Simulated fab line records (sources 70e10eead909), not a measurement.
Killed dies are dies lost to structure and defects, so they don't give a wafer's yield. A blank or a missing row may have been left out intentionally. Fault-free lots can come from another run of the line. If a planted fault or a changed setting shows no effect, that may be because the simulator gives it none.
Matching of chambers    flow nandHarc    4 sister chambers for NHARC_A_WL_FILL_ALD_19 on aldMetal-02
The step deposits TiN, target thk 2 nm, pulse time 3 s, ald cycles 100. 8 wafers are shown with their chamber, then 12 later ones without.

## EACH WAFER AND ITS CHAMBER
wafer   chamber  heaterPowerW (W)  precursorPulseHeightRel
L085.5  3        1029              0.976
L083.3  0        1060              0.985
L086.1  2        1135              1.018
L086.4  1        1169              1.018
L086.6  1        1135              1.013
L090.1  0        1066              1.022
L090.2  3        1022              1.014
L090.4  2        1134              1.018

## WAFERS MISSING THEIR CHAMBER
wafer   heaterPowerW (W)  precursorPulseHeightRel
L092.1  1146              0.989
L092.5  1033              0.987
L092.6  1086              1.021
L093.1  1059              0.995
L093.2  1039              0.996
L093.3  1134              1.016
L096.2  1125              0.992
L096.4  1111              1.006
L096.5  1177              0.984
L097.1  1154              1.009
L097.3  1138              0.991
L097.6  1139              0.996

## WHICH CHAMBER EACH ONE RAN IN
wafer   from the rows above           in truth
L092.1  can't be placed: 1 or 2       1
L092.5  can't be placed: 3 or 0       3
L092.6  can't be placed: 0 or 2       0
L093.1  0                             0
L093.2  can't be placed: 3 or 0       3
L093.3  can't be placed: 2 or 1       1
L096.2  can't be placed: 2 or 1       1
L096.4  can't be placed: 2 or 1 or 0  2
L096.5  can't be placed: 1 or 2       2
L097.1  can't be placed: 1 or 2       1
L097.3  can't be placed: 2 or 1       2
L097.6  can't be placed: 2 or 1       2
Placed correctly: 1 of 12. These rows do not allow placing 11 (true chamber among the candidates in 11). 0 placed wrongly.
How it was worked out, from the rows above alone: a wafer's distance from a chamber is the root of the sum, over the readings, of the square of ((its reading less the chamber's mean) divided by the reading's scatter). The wafer belongs to the nearest chamber; if the next one is less than 2 further off, it can't be placed. The mean given for a chamber averages the wafers shown for that chamber. The scatter: the root of (the sum of the squares of (reading less its chamber's mean) over the shown wafers, divided by (wafers less chambers)).
